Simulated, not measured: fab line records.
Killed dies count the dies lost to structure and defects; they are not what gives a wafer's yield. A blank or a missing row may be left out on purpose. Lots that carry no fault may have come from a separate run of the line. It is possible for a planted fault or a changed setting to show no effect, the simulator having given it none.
The tool behind it: which one? ; flow n5 finfet ; 21 lots with 63 wafers sampled at 4 steps, on a route of 1938 steps

== WHAT EACH GAUGE READ, for each wafer ==
N5_SD_EPI_N_CD_MEAS_09: target cd 120 nm.
lot;measured;on;cd nm (nm)
L077;day 3 21:54;cd sem-03;120.9 120.5 121.5
L078;day 4 01:11;cd sem-01;121.0 121.1 120.8
L079;day 4 06:37;cd sem-03;120.2 119.7 121.2
L080;day 4 17:11;cd sem-03;121.0 120.2 119.0
L081;day 4 18:40;cd sem-01;119.4 120.5 120.8
L082;day 5 03:11;cd sem-02;120.4 119.7 117.7
L083;day 5 06:46;cd sem-02;120.4 119.9 119.9
L084;day 5 16:04;cd sem-02;120.4 120.3 119.0
L085;day 5 21:00;cd sem-02;119.6 119.4 119.4
L086;day 6 03:14;cd sem-03;120.2 119.4 120.5
L087;day 6 07:11;cd sem-03;119.1 119.9 117.4
L088;day 6 15:23;cd sem-01;120.1 119.5 121.2
L089;day 6 19:32;cd sem-01;120.2 120.7 120.7
L090;day 6 23:18;cd sem-01;120.5 119.4 120.2
L091;day 7 06:26;cd sem-03;117.1 117.5 119.9
L092;day 7 12:10;cd sem-01;120.4 121.1 120.6
L093;day 7 18:37;cd sem-03;120.7 121.0 118.5
L094;day 8 01:18;cd sem-03;120.3 119.4 120.5
L095;day 8 06:08;cd sem-02;121.1 120.0 120.2
L096;day 8 12:47;cd sem-01;119.8 119.0 117.5
L097;day 8 19:22;cd sem-03;121.7 120.4 120.6

N5_ILD0_THK_MEAS_08.
lot;measured;on;thk nm (nm)
L077;day 4 12:16;film metro-01;138.8 138.2 137.0
L078;day 4 13:59;film metro-02;138.5 137.5 138.4
L079;day 4 18:58;film metro-02;138.9 137.4 138.7
L080;day 5 06:58;film metro-01;139.1 137.5 139.6
L081;day 5 07:17;film metro-02;138.7 137.0 136.8
L082;day 5 17:16;film metro-01;139.6 139.1 139.3
L083;day 5 19:25;film metro-02;139.2 138.7 139.5
L084;day 6 05:50;film metro-01;137.5 138.3 139.5
L085;day 6 10:52;film metro-01;136.9 136.3 136.2
L086;day 6 17:00;film metro-01;141.1 140.2 141.6
L087;day 6 21:07;film metro-01;137.0 138.6 136.8
L088;day 7 05:00;film metro-01;136.7 137.7 137.8
L089;day 7 10:20;film metro-02;136.3 138.3 137.1
L090;day 7 13:07;film metro-02;138.5 139.6 137.9
L091;day 7 18:59;film metro-01;138.5 138.0 139.0
L092;day 8 00:59;film metro-02;137.2 138.2 139.1
L093;day 8 08:16;film metro-01;137.7 139.3 139.6
L094;day 8 15:20;film metro-01;139.1 140.1 138.4
L095;day 8 19:13;film metro-02;138.5 138.6 138.9
L096;day 9 01:07;film metro-02;139.8 139.4 138.4
L097;day 9 08:01;film metro-02;139.8 141.9 139.1

== WHICH TOOL RAN EACH LOT (tool, then ch and the chambers of the sampled wafers, then the start) ==
lot;N5_SD_EPI_N_ETCH_34;N5_SD_ACTIVATION_LSA_01
L077;rie diel-04 ch 1,2,3, day 3 22:07;laser anneal-01 ch 0, day 4 08:43
L078;rie diel-04 ch 0,2,3, day 4 01:19;laser anneal-02 ch 0, day 4 10:27
L079;rie diel-01 ch 0,1,2, day 4 07:05;laser anneal-01 ch 0, day 4 15:25
L080;rie diel-01 ch 0,1,2, day 4 17:19;laser anneal-02 ch 0, day 5 03:09
L081;rie diel-01 ch 0,2, day 4 18:51;laser anneal-01 ch 0, day 5 03:22
L082;rie diel-04 ch 1,2,3, day 5 03:18;laser anneal-02 ch 0, day 5 13:34
L083;rie diel-04 ch 0,2, day 5 06:53;laser anneal-01 ch 0, day 5 15:51
L084;rie diel-04 ch 0,1,3, day 5 16:15;laser anneal-02 ch 0, day 6 02:14
L085;rie diel-01 ch 0,1,3, day 5 21:29;laser anneal-01 ch 0, day 6 06:27
L086;rie diel-04 ch 0,1,2, day 6 03:22;laser anneal-02 ch 0, day 6 13:28
L087;rie diel-01 ch 0,1,3, day 6 07:29;laser anneal-01 ch 0, day 6 17:24
L088;rie diel-01 ch 0,1,3, day 6 15:32;laser anneal-02 ch 0, day 7 01:26
L089;rie diel-01 ch 0,1, day 6 19:52;laser anneal-01 ch 0, day 7 06:50
L090;rie diel-01 ch 0,1,3, day 7 00:02;laser anneal-02 ch 0, day 7 09:38
L091;rie diel-04 ch 0,2,3, day 7 06:33;laser anneal-01 ch 0, day 7 14:56
L092;rie diel-04 ch 0,1,2, day 7 12:17;laser anneal-02 ch 0, day 7 21:28
L093;rie diel-01 ch 2,3, day 7 18:45;laser anneal-01 ch 0, day 8 04:43
L094;rie diel-04 ch 0,1, day 8 01:38;laser anneal-02 ch 0, day 8 11:43
L095;rie diel-01 ch 0,1, day 8 06:16;laser anneal-01 ch 0, day 8 14:32
L096;rie diel-01 ch 1,2, day 8 12:55;laser anneal-02 ch 0, day 8 21:19
L097;rie diel-01 ch 1,2,3, day 8 19:45;laser anneal-01 ch 0, day 9 04:30
- N5_SD_EPI_N_ETCH_34: etches SiARC in CF4, target depth 45.5 nm, time 75.8 s.
- N5_SD_ACTIVATION_LSA_01: time 0.0008 s.

== AS READ BY THE TOOLS THEMSELVES (means over the sampled wafers that have a number; for cases with no such wafer, the mark the record gives instead) ==
N5_SD_EPI_N_ETCH_34.
lot;tool;bias w (W);chamber pressure mTorr (mTorr);drypump motor current A (A);etch rf on time s (s);oes product au (a.u.);rf vpp V (V);showerhead plenum p Torr (Torr);throttle valve pct (%)
L077;rie diel-04;36.03;39.99;5.3;73.1;0.67;183.7;2.14;15.62
L078;rie diel-04;36.00;40.03;5.2;73.4;0.75;183.8;2.21;15.53
L079;rie diel-01;35.99;40.00;5.8;75.8;0.66;183.3;2.10;15.64
L080;rie diel-01;36.01;39.98;5.8;75.7;0.66;183.7;2.10;15.65
L081;rie diel-01;36.07;40.02;5.6;75.9;0.65;183.3;2.10;15.83
L082;rie diel-04;36.02;40.01;5.3;73.5;0.73;184.0;2.14;15.46
L083;rie diel-04;36.03;40.00;5.4;73.9;0.78;184.9;2.29;15.51
L084;rie diel-04;35.97;39.98;5.5;73.6;0.74;183.6;2.15;15.56
L085;rie diel-01;35.92;40.00;6.0;75.1;0.67;183.3;2.15;15.50
L086;rie diel-04;36.03;39.99;5.5;73.4;0.77;185.1;2.22;15.44
L087;rie diel-01;36.00;40.01;6.0;75.3;0.67;184.1;2.15;15.51
L088;rie diel-01;36.06;39.98;6.0;75.9;0.66;183.0;2.15;15.51
L089;rie diel-01;35.94;40.01;6.0;75.3;0.66;183.6;2.10;15.50
L090;rie diel-01;35.92;39.97;5.9;75.7;0.66;183.8;2.15;15.52
L091;rie diel-04;35.92;40.03;5.2;73.3;0.70;184.4;2.20;15.59
L092;rie diel-04;35.89;40.00;5.5;73.3;0.76;185.4;2.21;15.46
L093;rie diel-01;35.97;40.01;5.3;76.3;0.77;185.7;2.26;15.61
L094;rie diel-04;36.06;39.97;5.7;74.9;0.75;184.7;2.21;15.55
L095;rie diel-01;35.96;40.01;6.2;75.2;0.68;183.5;2.14;15.46
L096;rie diel-01;35.91;40.02;5.5;75.8;0.68;182.6;2.13;15.62
L097;rie diel-01;36.00;40.01;5.5;76.5;0.68;183.7;2.18;15.64

N5_SD_ACTIVATION_LSA_01.
lot;tool;wafer_temp_C_max
L077;laser anneal-01;1085.0
L078;laser anneal-02;1083.4
L079;laser anneal-01;1083.7
L080;laser anneal-02;1083.5
L081;laser anneal-01;1085.4
L082;laser anneal-02;1083.3
L083;laser anneal-01;1084.6
L084;laser anneal-02;1083.5
L085;laser anneal-01;1084.2
L086;laser anneal-02;1084.6
L087;laser anneal-01;1084.5
L088;laser anneal-02;1083.4
L089;laser anneal-01;1085.2
L090;laser anneal-02;1083.2
L091;laser anneal-01;1085.1
L092;laser anneal-02;1083.5
L093;laser anneal-01;1085.0
L094;laser anneal-02;1083.6
L095;laser anneal-01;1083.3
L096;laser anneal-02;1084.9
L097;laser anneal-01;1085.1

== THE ANSWER, worked out from the rows above alone ==
Rule: usual is defined by the lots themselves. The widest of any qualifying gaps counts: lots, ordered by their means at a reading, are off when they make up no more than a third of the lots, leave a main group of 4 or more, and stand apart from it by 3 or more times the standard deviation of that group's means. If all means in a main group match to the digits the tables above print for the reading, that group is not used. A lot without any number at a reading at which 4 lots or more have one is off too. Any other lot the step has rows for is counted as sound. After the gauges, taken in route order, come the tools' own readings; for these a lot's mean is taken, as printed above. The first step at which some lot is off is used, and at that step the reading that is off furthest; a lot without a number counts as furthest.
No lot is off at any reading shown: from this, nothing can be told.

== WHAT WAS PUT IN BY THE SIMULATOR ==
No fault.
